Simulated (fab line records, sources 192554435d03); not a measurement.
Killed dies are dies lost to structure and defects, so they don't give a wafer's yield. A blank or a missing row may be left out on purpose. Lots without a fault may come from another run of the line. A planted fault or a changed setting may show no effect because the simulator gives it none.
Split-lot experiment | flow n5_finfet | 7 lots, 21 wafers read, on a route of 1938 steps

THE SPLIT
At N5_PASSIVATION_AL_DEP_21 (deposits Al, target thk 2800 nm, time 170 s), the setting time_s was moved away from the recipe's 170 s on 7 of the 21 wafers read, by -9.6% to +14.4%. The other wafers ran this setting at the recipe's value.

The reading is taken at the split's own step.

THE READING
Al_of_PASSIVATION_AL_DEP_21.thk_nm (the simulator's own value, which no gauge read), in nm, at N5_PASSIVATION_AL_DEP_21 (deposits Al, target thk 2800 nm, time 170 s). The file gives no usual value for it. The 14 wafers here that ran the recipe average 2791 nm, standard deviation 43 nm.

wafer  | tool, chamber at the split | time_s as run, s | against the recipe | Al_of_PASSIVATION_AL_DEP_21.thk_nm, nm | against lot-mates on the recipe
L078.1 | pvd_sputter-02, -          | 170              | recipe             | 2747                                   | -
L078.2 | pvd_sputter-02, -          | 170              | recipe             | 2761                                   | -
L078.4 | pvd_sputter-02, -          | 170              | recipe             | 2754                                   | -
L077.1 | pvd_sputter-02, -          | 170              | recipe             | 2730                                   | -
L077.2 | pvd_sputter-02, -          | 170              | recipe             | 2728                                   | -
L077.5 | pvd_sputter-02, -          | 180.1            | +5.9%              | 2876                                   | +147
L079.2 | pvd_sputter-01, -          | 170              | recipe             | 2791                                   | -
L079.5 | pvd_sputter-01, -          | 177.8            | +4.6%              | 2927                                   | +128
L079.6 | pvd_sputter-01, -          | 170              | recipe             | 2806                                   | -
L080.3 | pvd_sputter-02, -          | 170              | recipe             | 2829                                   | -
L080.4 | pvd_sputter-02, -          | 186.2            | +9.5%              | 3054                                   | +225
L080.6 | pvd_sputter-02, -          | 186.2            | +9.5%              | 3079                                   | +250
L085.2 | pvd_sputter-01, -          | 170              | recipe             | 2787                                   | -
L085.5 | pvd_sputter-01, -          | 170              | recipe             | 2779                                   | -
L085.6 | pvd_sputter-01, -          | 177.2            | +4.2%              | 2911                                   | +128
L092.3 | pvd_sputter-01, -          | 170              | recipe             | 2846                                   | -
L092.4 | pvd_sputter-01, -          | 153.6            | -9.6%              | 2504                                   | -319
L092.6 | pvd_sputter-01, -          | 170              | recipe             | 2800                                   | -
L094.2 | pvd_sputter-03, -          | 170              | recipe             | 2846                                   | -
L094.3 | pvd_sputter-03, -          | 170              | recipe             | 2869                                   | -
L094.6 | pvd_sputter-03, -          | 194.5            | +14.4%             | 3269                                   | +412

THE FIT
A straight line over all 21 wafers: Al_of_PASSIVATION_AL_DEP_21.thk_nm changes by +30 nm for each +1% of time_s; r = +0.96; the points scatter about the line by 44 nm.
The same after taking each lot's own level away (the mean of its wafers on the recipe; 21 wafers): +28.3 nm for each +1%; r = +0.99; scatter 18 nm.
On that fit, the largest move of time_s shifts the reading by 4.1e+02 nm.
The lots' own levels span 2729.0 to 2857.5 nm, that is 3.0 times the standard deviation above.
So the lot-to-lot level changes the slope little: the two slopes agree.
Check: with one of the wafers moved furthest among these (+14.4%) left out of the fit, the line predicts +397 nm for it against its lot-mates. It came out at +412 nm against them.

OTHER SPLITS ON THESE WAFERS
These wafers also went through other splits before the reading. Each is held against what the fit with the lots' levels taken away leaves over:
other split on the same wafers         | wafers away from the commonest value | r with Al_of_PASSIVATION_AL_DEP_21.thk_nm (lot level and that fit taken away)
N5_BEOL_M15_SPUTTER_43 time_s          | 5                                    | -0.48
N5_MIM_BOT_ETCH_ETCH_04 time_s         | 9                                    | +0.20
N5_PASSIVATION_SPUTTER_20 target_thk_a | 7                                    | +0.20

THE FILE'S OWN FIT
Al_of_PASSIVATION_AL_DEP_21.thk_nm changes by +28.5 nm for each +1% of time_s, r = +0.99.
